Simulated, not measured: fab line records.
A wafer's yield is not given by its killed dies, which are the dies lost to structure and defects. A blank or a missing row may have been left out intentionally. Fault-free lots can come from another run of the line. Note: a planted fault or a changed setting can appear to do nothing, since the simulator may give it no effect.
Which tool is to blame? ; flow n5_finfet ; 12 lots, 36 wafers sampled, at 3 steps of a route of 1938

== WHAT THE GAUGES READ, wafer by wafer ==
N5_BEOL_M8_OCD_MEAS_38.
lot;measured;on;trench_depth_nm (nm)
L074;day 10 07:10;ocd-02;93.6 93.9 93.7
L079;day 10 20:17;ocd-02;94.2 92.5 93.2
L078;day 11 14:41;ocd-02;91.8 90.3 92.3
L080;day 12 05:55;ocd-01;91.8 93.9 93.1
L083;day 12 08:32;ocd-02;94.7 93.3 93.7
L085;day 12 17:45;ocd-02;94.2 93.6 94.0
L087;day 13 18:43;ocd-01;91.4 92.3 92.4
L090;day 14 00:50;ocd-02;91.4 92.6 91.7
L092;day 14 08:46;ocd-01;93.1 94.6 93.8
L093;day 14 22:07;ocd-02;92.6 94.3 93.6
L095;day 15 09:16;ocd-02;95.4 91.8 93.5
L097;day 17 11:13;ocd-01;92.2 92.7 91.3

== EACH LOT AND THE TOOL THAT RAN IT (in order: tool; ch and the chambers of the sampled wafers; start) ==
lot;N5_BEOL_M8_STRIP_19;N5_BEOL_M8_STRIP_36
L074;rie_diel-04 ch 0,2,3, day 10 04:52;rie_diel-02 ch 0,1, day 10 06:58
L079;rie_diel-01 ch 0,1,3, day 10 19:10;rie_diel-04 ch 0,2, day 10 20:05
L078;rie_diel-04 ch 0,2, day 11 08:41;rie_diel-04 ch 0,1,2, day 11 14:29
L080;rie_diel-02 ch 1,3, day 12 04:44;rie_diel-04 ch 0,2,3, day 12 05:43
L083;rie_diel-02 ch 1,3, day 12 06:58;rie_diel-01 ch 1,2,3, day 12 08:20
L085;rie_diel-02 ch 0,1,3, day 12 13:13;rie_diel-01 ch 2,3, day 12 17:33
L087;rie_diel-04 ch 1,2, day 13 16:51;rie_diel-04 ch 0,3, day 13 18:31
L090;rie_diel-04 ch 0,1,2, day 13 18:56;rie_diel-04 ch 2,3, day 14 00:32
L092;rie_diel-01 ch 1,2,3, day 14 05:01;rie_diel-01 ch 1,2,3, day 14 08:34
L093;rie_diel-01 ch 0,1,3, day 14 20:57;rie_diel-02 ch 1,3, day 14 21:55
L095;rie_diel-01 ch 0,2, day 15 03:30;rie_diel-02 ch 1,2,3, day 15 09:04
L097;rie_diel-01 ch 1,2,3, day 17 09:08;rie_diel-04 ch 0,1,3, day 17 11:01
- N5_BEOL_M8_STRIP_19: strips in O2.
- N5_BEOL_M8_STRIP_36: strips in N2/H2.

== THE ANSWER, worked out from the rows above alone ==
Rule: the lots themselves supply what counts as usual. The widest of any qualifying gaps counts: lots, ordered by their means at a reading, are off when they make up no more than a third of the lots, leave a main group of 4 or more, and stand apart from it by 3 or more times the standard deviation of that group's means. A main group is skipped when, at the precision printed for the reading in the tables above, its means are all equal. A lot without any number at a reading at which 4 lots or more have one is off too. Any other lot the step has rows for is counted as sound.
None of the lots is off at any reading shown; this tells nothing.

== WHAT THE SIMULATOR HAD PUT IN ==
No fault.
